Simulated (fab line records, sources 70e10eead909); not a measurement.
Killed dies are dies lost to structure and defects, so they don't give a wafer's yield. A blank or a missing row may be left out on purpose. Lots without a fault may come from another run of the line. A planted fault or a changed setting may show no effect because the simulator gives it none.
A struck lot beside a sound one | flow nand_harc | 18 steps out of a route of 1159
Sound: wafers L853.1, L853.3, L853.6. Struck: wafers L864.1, L864.2, L864.6. The cause comes at the end.
At each step with rows: each side's tool, then ch and its chambers, then its first start. Under that, the readings that differ: sound wafers | struck wafers | difference of the means | sigmas: that difference in standard deviations of wafers without a fault.
alike: readings whose means differ by less than 2 such deviations, and words and numbers that are the same on both sides. not compared: withheld readings, readings that some wafer has no value for, bounds like >300 that may hide the same value, and numbers for which the record gives no deviation and whose values overlap.
The two part at a step that has a row with sigmas, a row that says differs or no value, or rows on one side only. Numbers that don't overlap but have no deviation are shown without sigmas and don't part them. A reading that every wafer of one side lacks parts them only if that side has two wafers or more.

NHARC_P_GATE_CD_MEAS_46: target cd 720 nm.
  sound on cd_sem-03 ch 0, day 5 04:08; struck on cd_sem-01 ch 0, day 8 10:44
  alike: cd_nm
then, 1 step without rows for these wafers: NHARC_P_GATE_HARDBAKE_47 (time 80 s).
NHARC_P_GATE_DESCUM_48: chemistry O2, time 3 s.
  sound on rie_diel-03 ch 1,2,3, day 5 04:19; struck on rie_diel-03 ch 1,3, day 8 10:56
  alike: drypump_motor_current_A, oes_product_au, rf_vpp_V, showerhead_plenum_p_Torr, throttle_valve_pct
  not compared: rf_hours_counter_h
then, 1 step without rows for these wafers: NHARC_P_GATE_IMPLANT_49.
NHARC_P_GATE_STRIP_111: strips in N2/H2, time 250 s.
  sound on plasma_asher-02 ch 0,1, day 5 05:46; struck on plasma_asher-02 ch 0,1, day 8 11:18
  alike: drypump_motor_current_A, heater_power_w
  not compared: rf_hours_counter_h
NHARC_P_GATE_STRIP_75: strips in O2.
  sound on plasma_asher-02 ch 0,1, day 5 06:01; struck on plasma_asher-02 ch 0,1, day 8 11:36
  alike: drypump_motor_current_A, heater_power_w
  not compared: rf_hours_counter_h
then, 6 steps without rows for these wafers: NHARC_P_GATE_STRIP_50 (strips in SPM, time 900 s); NHARC_P_GATE_DEHYDRATE_51 (time 120 s); NHARC_P_GATE_HMDS_52 (time 30 s); NHARC_P_GATE_COAT_53; NHARC_P_GATE_SOFTBAKE_54 (time 95 s); NHARC_P_GATE_EBR_55.
NHARC_P_GATE_EXPOSE_56: exposes mask P PSD, target cd 720 nm.
  sound on krf_scanner-03 ch 0, day 5 06:47; struck on krf_scanner-03 ch 0, day 8 12:25
  reading | sound                   | struck                           | difference | sigmas
  mask    | P_PSD#0 P_PSD#0 P_PSD#0 | P_PSD_R1#0 P_PSD_R1#0 P_PSD_R1#0 | differs    |
then, 2 steps without rows for these wafers: NHARC_P_GATE_PEB_57 (peb time 85 s); NHARC_P_GATE_DEVELOP_58 (time 70 s).
NHARC_P_GATE_CD_MEAS_59: target cd 720 nm.
  sound on cd_sem-03 ch 0, day 5 06:56; struck on cd_sem-02 ch 0, day 8 12:35
  reading    | sound             | struck            | difference | sigmas
  cd_nm (nm) | 719.1 719.5 719.0 | 700.9 699.5 699.9 | -19.1      | -14
then, 1 step without rows for these wafers: NHARC_P_GATE_HARDBAKE_60 (time 80 s).
-- the record jumps here: 14 days lie between the struck wafers' starts before and after (it left off in module P_GATE and takes up again in module END, whose first step shown is number 1159 of the route) --
NHARC_END_SORT_01:
  the record has rows for the struck wafers here (prober-01 ch 0, day 22 02:40) and none for the sound ones

WHERE THEY PART
First at NHARC_P_GATE_EXPOSE_56; last, within this record, at NHARC_END_SORT_01.

WHY: what the simulator had put in
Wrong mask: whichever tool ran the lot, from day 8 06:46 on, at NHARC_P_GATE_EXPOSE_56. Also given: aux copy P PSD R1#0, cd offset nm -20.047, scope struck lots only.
